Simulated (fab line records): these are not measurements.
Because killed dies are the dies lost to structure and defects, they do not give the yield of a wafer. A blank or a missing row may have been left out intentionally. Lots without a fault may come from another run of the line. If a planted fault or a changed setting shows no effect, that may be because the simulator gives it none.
fab line records	flow n5-finfet
record lots=9	wafers=27	last-day=18
route steps=1938 shown BEOL_M4@1045 PASSIVATION@1936
lots untouched by any fault: they come from a run of this same line in which no faults occurred
start-h: start of the lot's first displayed wafer, in hours after the record's first day	wait-h: hours since the lot's step before	" identical to the entry in the row above	L1.1+2: several wafers, shown together as one row	- value missing, or start not given	* or withheld: withheld	< > ~ a bound
route shown NAME@n: a module of which the file shows steps, and the number in the route of the first	usual: mean and standard deviation over wafers with no fault	same: alike in all rows	chamber/n: place in a boat	sites: readings site by site	_std_site: their standard deviation	_edge_site: the outer-site mean with the inner-site mean subtracted	radius-mm: for every site, how far away it sits from the centre of the wafer	mask NAME#n: copy n	behind: the tool/chamber that last shaped the wafer	hold: the reason the lot was held/the length of the hold in hours/how it ended	device: whichever transistor did not switch (one of n, p or np)	end of line: the tests these same wafers got at the end of their route	for a step that has no rows: nothing shown but its recipe	killed: dies lost to structure and defects at the first sort, not the wafer's yield	map: dies across one wafer; x = killed, . = not, _ = none there
set.NAME: setting as actually run; set.NAME@STEP: the setting as run at that earlier step	model.NAME: the simulator's own value behind a step, which no gauge read
a sample of lots followed through the steps of the route, with each step as a table and each wafer as a row
services: a tool's chamber out of use, with start hour (start-h, from the record's first day; less than 0 if before it), hours out, and reason
## steps
# step N5_BEOL_M4_STRIP_19
# recipe chemistry=O2	power-w=400	temp-c=40	pressure-mtorr=30	rf-frequency-hz=6e+07	bias-power-w=0	overash-fraction=0.2	o2-flow-sccm=225
# usual drypump-motor-current-A=5.6/0.46	oes-product-au=0.75/0.093	rf-vpp-V=3.6/0.51	showerhead-plenum-p-Torr=2.11/0.08	throttle-valve-pct=16.65/0.27
lot.wafer	tool	chamber	start-h	wait-h	drypump-motor-current-A	oes-product-au	rf-hours-counter-h	rf-vpp-V	showerhead-plenum-p-Torr	throttle-valve-pct
L133.4	rie-diel-01	1	155.93	0.1	5.9	0.71	172	4.0	2.18	16.81
L133.5	"	1	"	"	5.9	0.72	-	4.3	2.18	16.81
L133.6	"	0	"	"	6.0	0.69	-	4.4	2.20	16.91
L139.1	rie-diel-05	0	194.32	0.2	5.2	0.69	191	4.2	2.06	16.45
L139.2	"	3	"	"	4.8	0.71	196	2.8	2.17	16.71
L139.5	"	1	"	"	5.4	0.70	-	2.9	2.09	16.90
L138.1	rie-diel-01	0	194.88	0.1	6.0	0.68	215	4.3	2.20	16.93
L138.3	"	1	"	"	5.9	0.70	186	3.1	2.17	16.86
L138.4	"	2	"	"	5.6	0.91	21	4.1	2.25	16.30
L141.1	rie-diel-01	1	213.31	0.2	5.9	0.70	193	3.3	2.17	16.83
L141.4	"	2	"	"	5.6	0.90	29	4.4	2.25	16.34
L141.5	"	3	"	"	5.7	0.88	-	4.0	2.08	16.40
L143.3	rie-diel-05	0	218.36	0.1	5.2	0.68	199	3.3	2.06	16.45
L143.4	"	3	"	"	4.8	0.70	203	3.6	2.17	16.71
L143.6	"	2	"	"	6.2	0.68	-	2.6	1.98	16.93
L145.1	rie-diel-05	2	230.95	0.1	6.2	0.68	214	2.9	1.98	16.91
L145.2	"	1	"	"	5.4	0.70	201	2.9	2.08	16.93
L145.6	"	1	"	"	5.4	0.70	-	3.5	2.08	16.93
L152.1	rie-diel-05	0	280.17	0.1	5.2	0.67	215	4.3	2.06	16.47
L152.2	"	3	"	"	4.8	0.69	226	4.2	2.16	16.74
L152.6	"	1	"	"	5.4	0.68	-	3.0	2.08	16.94
L153.3	rie-diel-01	1	291.57	0.1	5.9	0.68	221	4.5	2.16	16.88
L153.4	"	1	"	"	5.9	0.68	-	3.9	2.16	16.89
L153.6	"	3	"	"	5.7	0.83	-	3.5	2.07	16.44
L155.1	rie-diel-05	3	305.27	0.1	4.8	0.69	233	3.3	2.16	16.78
L155.2	"	0	"	"	5.2	0.68	223	3.8	2.05	16.47
L155.4	"	2	"	"	6.3	0.68	234	3.9	1.98	16.96
# step N5_BEOL_M4_EXPOSE_25
# recipe mask-id=V3	na=0.33	source-shape=quasar	sigma-inner=0.2	sigma-outer=0.8	polarization=unpolarized	defocus-nm=5	dose-mj=63
# usual exposure-dose-mJ-cm2=62.82/0.057
# same sigma-inner=0.2
lot.wafer	tool	chamber	start-h	wait-h	mask	exposure-dose-mJ-cm2
L133.4	euv-scanner-01	0	156.20	-	V3#0	62.79
L133.5	"	0	"	"	V3#0	62.86
L133.6	"	0	"	"	V3#0	62.81
L139.1	euv-scanner-02	0	194.70	-	V3#0	62.91
L139.2	"	0	"	"	V3#0	62.83
L139.5	"	0	"	"	V3#0	62.91
L138.1	euv-scanner-01	0	195.25	-	V3#0	62.79
L138.3	"	0	"	"	V3#0	62.86
L138.4	"	0	"	"	V3#0	62.80
L141.1	euv-scanner-02	0	213.71	-	V3#0	62.90
L141.4	"	0	"	"	V3#0	62.89
L141.5	"	0	"	"	V3#0	62.83
L143.3	euv-scanner-01	0	218.74	-	V3#0	62.75
L143.4	"	0	"	"	V3#0	62.73
L143.6	"	0	"	"	V3#0	62.78
L145.1	euv-scanner-01	0	231.22	-	V3#0	69.29
L145.2	"	0	"	"	V3#0	69.22
L145.6	"	0	"	"	V3#0	69.36
L152.1	euv-scanner-02	0	280.41	-	V3#0	62.69
L152.2	"	0	"	"	V3#0	62.81
L152.6	"	0	"	"	V3#0	62.83
L153.3	euv-scanner-02	0	291.86	-	V3#0	62.68
L153.4	"	0	"	"	V3#0	62.76
L153.6	"	0	"	"	V3#0	62.73
L155.1	euv-scanner-02	0	305.64	-	V3#0	62.79
L155.2	"	0	"	"	V3#0	62.74
L155.4	"	0	"	"	V3#0	62.80
# step N5_BEOL_M4_CD_MEAS_28
# recipe target-cd-nm=26.2	landing-energy-ev=500	detector=se-inlens	target-cd-y-nm=24.1	polarity=opening
# usual cd-nm=26.23/0.23
lot.wafer	tool	chamber	start-h	wait-h	cd-nm
L133.4	cd-sem-01	0	156.32	-	26.29
L133.5	"	0	"	"	26.44
L133.6	"	0	"	"	26.50
L139.1	cd-sem-02	0	194.85	-	26.22
L139.2	"	0	"	"	25.90
L139.5	"	0	"	"	25.48
L138.1	cd-sem-02	0	195.40	-	26.18
L138.3	"	0	"	"	26.75
L138.4	"	0	"	"	26.42
L141.1	cd-sem-02	0	213.85	-	26.34
L141.4	"	0	"	"	26.17
L141.5	"	0	"	"	26.06
L143.3	cd-sem-02	0	218.87	-	26.09
L143.4	"	0	"	"	26.40
L143.6	"	0	"	"	26.34
L145.1	cd-sem-01	0	231.36	-	23.05
L145.2	"	0	"	"	11.26
L145.6	"	0	"	"	8.58
L152.1	cd-sem-01	0	280.56	-	26.38
L152.2	"	0	"	"	26.42
L152.6	"	0	"	"	26.28
L153.3	cd-sem-03	0	291.99	-	26.57
L153.4	"	0	"	"	26.17
L153.6	"	0	"	"	26.07
L155.1	cd-sem-01	0	305.79	-	26.03
L155.2	"	0	"	"	25.85
L155.4	"	0	"	"	26.16
# step N5_BEOL_M4_ETCH_69
# recipe chemistry=CF4	target=SiARC	target-depth-a=156	mask-material=CAR-EUV	time-s=26	ion-energy-ev=80	pressure-mtorr=40	source-w=545	bias-w=36	Ar_flow_sccm=100	cf4-flow-sccm=100	ends=cleared
# usual drypump-motor-current-A=5.5/0.52	etch-rf-on-time-s=26.2/0.96	oes-product-au=0.65/0.076	rf-vpp-V=184.1/1.2	showerhead-plenum-p-Torr=2.14/0.075	throttle-valve-pct=15.58/0.25
lot.wafer	tool	chamber	start-h	wait-h	drypump-motor-current-A	etch-rf-on-time-s	oes-product-au	rf-hours-counter-h	rf-vpp-V	showerhead-plenum-p-Torr	throttle-valve-pct
L133.4	rie-diel-05	2	156.51	0.0	6.2	25.5	0.61	189	183.1	2.06	15.89
L133.5	"	3	"	"	4.8	25.5	0.63	-	185.7	2.22	15.66
L133.6	"	0	"	"	5.2	27.2	0.60	-	185.0	2.13	15.46
L139.1	rie-diel-01	2	195.26	0.0	5.5	25.2	0.79	21	184.7	2.28	15.23
L139.2	"	1	"	"	5.9	26.4	0.60	186	184.0	2.20	15.72
L139.5	"	1	"	"	5.9	26.1	0.60	-	184.9	2.20	15.74
L138.1	rie-diel-05	3	195.60	0.0	4.8	25.1	0.62	196	184.2	2.22	15.67
L138.3	"	2	"	"	6.2	26.0	0.60	201	182.7	2.05	15.90
L138.4	"	0	"	"	5.2	27.6	0.59	191	185.2	2.13	15.48
L141.1	rie-diel-01	1	214.08	0.0	5.9	26.3	0.60	194	185.6	2.20	15.74
L141.4	"	3	"	"	5.7	27.4	0.75	20	184.2	2.10	15.22
L141.5	"	2	"	"	5.5	25.2	0.77	-	186.3	2.28	15.23
L143.3	rie-diel-05	0	219.04	0.0	5.2	27.5	0.59	199	183.4	2.12	15.50
L143.4	"	3	"	"	4.8	25.2	0.61	203	183.5	2.21	15.69
L143.6	"	0	"	"	5.2	27.3	0.58	-	183.8	2.12	15.52
L145.1	rie-diel-01	1	231.70	0.0	5.9	26.5	0.59	200	185.1	2.20	15.74
L145.2	"	3	"	"	5.7	27.3	0.74	25	186.7	2.10	15.23
L145.6	"	0	"	"	6.0	26.6	0.58	-	183.9	2.18	15.70
L152.1	rie-diel-05	2	280.73	0.0	6.2	25.8	0.59	227	183.7	2.04	15.96
L152.2	"	0	"	"	5.2	27.6	0.58	215	183.9	2.12	15.53
L152.6	"	3	"	"	4.8	25.2	0.60	-	186.7	2.21	15.73
L153.3	rie-diel-03	2	292.16	0.0	4.7	25.8	0.78	30	182.5	2.09	15.23
L153.4	"	0	"	"	5.2	26.9	0.71	51	185.8	2.28	15.43
L153.6	"	3	"	"	6.4	25.4	0.62	-	182.4	2.05	15.92
L155.1	rie-diel-05	1	305.96	0.0	5.4	27.0	0.58	228	183.4	2.09	15.74
L155.2	"	0	"	"	5.2	27.4	0.57	223	184.3	2.11	15.57
L155.4	"	2	"	"	6.2	25.3	0.58	235	182.8	2.04	15.99
# step N5_BEOL_M4_ALD_98
# recipe material=SiO2	target-thk-a=25	temp-c=100	ald-precursor-family=BDEAS	ald-co-reactant=O2-plasma	pulse-time-s=1	co-reactant-pulse-time-s=1	purge-time-s=2	co-reactant-purge-time-s=2	ald-cycles=17	pressure-torr=2
# usual heater-power-w=79/8	precursor-pulse-height-rel=0.999/0.02
# same pulse-time-s=1	purge-time-s=2
lot.wafer	tool	chamber	start-h	wait-h	heater-power-w	precursor-pulse-height-rel
L133.4	ald-sin-02	2	156.59	0.1	76	0.996
L133.5	"	2	"	"	73	1.007
L133.6	"	3	"	"	77	1.020
L139.1	ald-sin-04	0	195.71	0.4	77	0.979
L139.2	"	2	"	"	71	0.966
L139.5	"	3	"	"	90	0.990
L138.1	ald-sin-04	0	195.80	0.2	77	0.977
L138.3	"	3	"	"	91	0.996
L138.4	"	1	"	"	78	1.039
L141.1	ald-sin-04	1	214.41	0.3	78	1.028
L141.4	"	2	"	"	72	1.019
L141.5	"	0	"	"	77	1.005
L143.3	ald-sin-04	2	219.43	0.4	74	0.977
L143.4	"	0	"	"	78	0.988
L143.6	"	3	"	"	90	0.987
L145.1	ald-sin-02	1	231.83	0.1	69	1.015
L145.2	"	0	"	"	91	1.042
L145.6	"	3	"	"	76	1.019
L152.1	ald-sin-01	3	281.34	0.6	71	1.005
L152.2	"	1	"	"	86	0.983
L152.6	"	3	"	"	72	1.013
L153.3	ald-sin-04	1	292.26	0.1	79	1.006
L153.4	"	3	"	"	94	1.015
L153.6	"	3	"	"	93	0.988
L155.1	ald-sin-04	2	306.04	0.1	74	0.958
L155.2	"	1	"	"	79	1.006
L155.4	"	3	"	"	91	0.962
# step N5_BEOL_M4_RC_MEAS_101
# usual DIBL_N=37.0/2.3	DIBL_P=37.3/2.8	IOFF_N=0.17/0.046	IOFF_P=0.23/0.054	ION_N=675/14	ION_P=460/9.3	SS_N=71.7/0.73	SS_P=73.6/0.95	VT_N=249/3.9	VT_P=-250/3.9
lot.wafer	tool	chamber	start-h	wait-h	DIBL_N[mV/V]	DIBL_P[mV/V]	IOFF_N[nA/um]	IOFF_P[nA/um]	ION_N[uA/um]	ION_P[uA/um]	SS_N[mV/dec]	SS_P[mV/dec]	VT_N[mV]	VT_P[mV]
L133.4	prober-02	0	167.30	0.5	40.3	40.9	0.23	0.31	680	471	72.2	74.8	243	-246
L133.5	"	0	"	"	37.1	35.4	0.15	0.21	676	464	71.3	73.7	251	-251
L133.6	"	0	"	"	43.8	44.8	0.36	0.42	712	478	73.7	76.2	240	-243
L139.1	prober-02	0	200.18	0.0	35.3	36.6	0.15	0.19	670	458	71.4	73.1	253	-255
L139.2	"	0	"	"	38.5	39.5	0.22	0.25	703	474	72.1	73.8	245	-251
L139.5	"	0	"	"	39.3	40.8	0.23	0.27	706	471	72.3	74.8	248	-249
L138.1	prober-01	0	201.22	0.0	36.5	38.2	0.19	0.25	691	469	72.1	73.1	246	-247
L138.3	"	0	"	"	34.8	36.0	0.14	0.21	653	455	71.9	71.4	251	-248
L138.4	"	0	"	"	40.1	43.2	0.28	0.37	701	483	72.7	74.5	242	-242
L141.1	prober-01	0	221.92	0.0	38.9	41.4	0.20	0.29	679	467	71.3	74.8	248	-246
L141.4	"	0	"	"	37.5	38.2	0.16	0.23	682	470	72.1	74.1	249	-250
L141.5	"	0	"	"	38.8	40.7	0.21	0.28	691	474	72.2	74.7	248	-246
L143.3	prober-01	0	225.68	0.3	34.9	32.9	0.14	0.19	681	474	71.4	73.1	250	-248
L143.4	"	0	"	"	34.1	32.0	0.11	0.18	654	455	71.5	72.2	257	-250
L143.6	"	0	"	"	34.6	33.9	0.12	0.20	669	466	71.9	72.5	254	-250
L152.1	prober-02	0	288.93	0.0	36.2	33.2	0.15	0.18	670	456	71.6	72.5	253	-253
L152.2	"	0	"	"	37.1	35.2	0.17	0.21	676	454	71.7	72.8	250	-253
L152.6	"	0	"	"	35.3	33.1	0.13	0.18	677	466	70.6	73.1	252	-250
L153.3	prober-01	0	302.09	0.3	38.3	39.4	0.20	0.24	673	456	71.8	73.6	247	-251
L153.4	"	0	"	"	36.8	38.0	0.17	0.21	671	455	72.3	72.9	250	-252
L153.6	"	0	"	"	37.2	38.0	0.18	0.22	666	455	71.8	73.7	248	-250
L155.1	prober-02	0	319.71	0.0	37.7	38.9	0.19	0.28	670	460	72.9	73.9	249	-247
L155.2	"	0	"	"	40.0	40.9	0.24	0.30	696	474	73.1	74.6	244	-245
L155.4	"	0	"	"	35.8	37.0	0.15	0.23	677	471	71.6	73.2	250	-248
# step N5_PASSIVATION_PROBE_49
# usual defect-limited-yield=91.5/1.3	killed_at_M0_to_M3=36/10	killed_at_M4_up=13/4.7	killed-at-contacts=13/6.7	killed-at-front-end=37/9.7	killed-at-other=2.6/2.3	killed-dies=101/15	killed-on-rim=14/4.3	killed-open=67/12	killed-short=32/6.7	sort_bin_4_leakage=0.0/0.31	sort_bin_5_function=5.0/0.89	sort_bin_6_memory=3.2/0.63	sort_bin_8_speed=0.01/0.03	sort-n-pass=1079/16	sort-yield-pct=91.4/1.4
# same gross-dies=1180	killed-at-back-side=0
lot.wafer	tool	chamber	start-h	wait-h	defect-limited-yield[%]	killed_at_M0_to_M3	killed_at_M4_up	killed-at-contacts	killed-at-front-end	killed-at-other	killed-dies	killed-on-rim	killed-open	killed-short	sort_bin_4_leakage[%]	sort_bin_5_function[%]	sort_bin_6_memory[%]	sort_bin_8_speed[%]	sort-n-pass	sort-yield-pct[%]
L145.1	prober-01	-	364.05	0.0	0	34	1087	14	41	4	1180	152	77	26	0	4.6	3.9	0	0	0
L145.2	prober-01	-	364.10	0.1	0	25	1110	6	38	1	1180	152	56	31	0	24.7	3.1	0	0	0
L145.6	prober-01	-	364.30	0.3	0	27	1099	13	38	3	1180	152	57	31	0	24.9	3.3	0	0	0
# killed by level:class
L145.1 BEOL_M4:area-expose=1076 MOL_CONTACT_COAG:geometric-particle:open=14 BEOL_M1:geometric-particle:open=9 STI_FIN_REVEAL:geometric-particle:open=8 FIN_SAQP:geometric-particle:open=7 BEOL_M0_SAQP:geometric-particle:open=7 BEOL_M3:geometric-particle:open=7 FIN_SAQP:geometric-particle:short=6
L145.2 BEOL_M4:area-expose=1091 BEOL_M4:geometric-particle:open=14 BEOL_M0_SAQP:geometric-particle:short=9 BEOL_M0_SAQP:geometric-particle:open=7 MOL_CONTACT_COAG:geometric-particle:open=6 STI_FIN_REVEAL:geometric-particle:open=6 STARTING-WAFER:geometric-particle:short=5 BEOL_M1:geometric-particle:open=5
L145.6 BEOL_M4:area-expose=1091 MOL_CONTACT_COAG:geometric-particle:open=11 BEOL_M0_SAQP:geometric-particle:short=10 FIN_SAQP:geometric-particle:open=8 FIN_SAQP:geometric-particle:short=7 STI_FIN_REVEAL:geometric-particle:open=7 BEOL_M0_SAQP:geometric-particle:open=7 BEOL_M1:geometric-particle:open=5
## services
tool	chamber	start-h	hours	kind
ald-sin-04	-	143.80	6.1	pm
euv-scanner-02	-	145.00	0.2	repair
euv-scanner-02	-	146.10	1.0	pm
euv-scanner-02	-	156.87	0.9	repair
euv-scanner-01	-	164.40	1.0	pm
euv-scanner-01	-	176.14	1.4	repair
euv-scanner-01	-	182.92	0.5	repair
euv-scanner-02	-	196.67	4.6	pm
euv-scanner-02	-	202.25	1.0	pm
euv-scanner-01	-	204.96	12.0	pm
euv-scanner-01	-	220.55	1.0	pm
rie-diel-05	3	226.98	4.9	repair
rie-diel-01	2	234.02	5.6	repair
euv-scanner-02	-	235.44	0.3	repair
rie-diel-05	2	241.81	11.7	repair
ald-sin-02	-	256.71	0.8	repair
euv-scanner-02	-	258.40	1.0	pm
ald-sin-02	1	260.50	3.4	repair
ald-sin-02	-	264.50	6.1	pm
euv-scanner-01	-	276.70	1.0	pm
rie-diel-05	1	284.48	2.8	repair
euv-scanner-01	-	294.02	4.6	pm
ald-sin-04	2	300.42	2.5	repair
euv-scanner-01	-	301.77	1.8	repair
## key
first-sign step=N5_BEOL_M4_EXPOSE_25	reading=exposure-dose-mJ-cm2	direction=up	sigmas=99+	usual=62.82	struck=69.29
effect step=N5_BEOL_M4_CD_MEAS_28	reading=cd-nm	direction=down	sigmas=53	usual=26.23	struck=14.30	through=control-loop
effect step=N5_PASSIVATION_PROBE_49	reading=killed_at_M4_up	direction=up	sigmas=99+	usual=13	struck=1099
more-kills-born-at N5_BEOL_M4_EXPOSE_25@euv-scanner-01=3258
met-at N5_BEOL_M4_EXPOSE_25
struck-lots L145
later-rows-left-out L145.1,L145.2,L145.6
loop-trim step=N5_BEOL_M4_EXPOSE_25	setting=dose	lots=L145
not-acting-at N5_BEOL_M4_STRIP_19,N5_BEOL_M4_ETCH_69,N5_BEOL_M4_ALD_98
onset-between 218.74 231.22
fault kind=process-parameter-drift	tool=euv-scanner-01	chamber=-	onset-h=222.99	steps=N5_BEOL_M4_EXPOSE_25	channel=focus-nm	offset=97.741	spread-by-wafer=0.3	shape=step	end-h=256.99
# later-rows-left-out: the simulator's readings of these wafers behind a module that went badly wrong aren't trusted and aren't shown, but for the sort
# loop-trim: a control loop set the setting to another value than it would have without faults
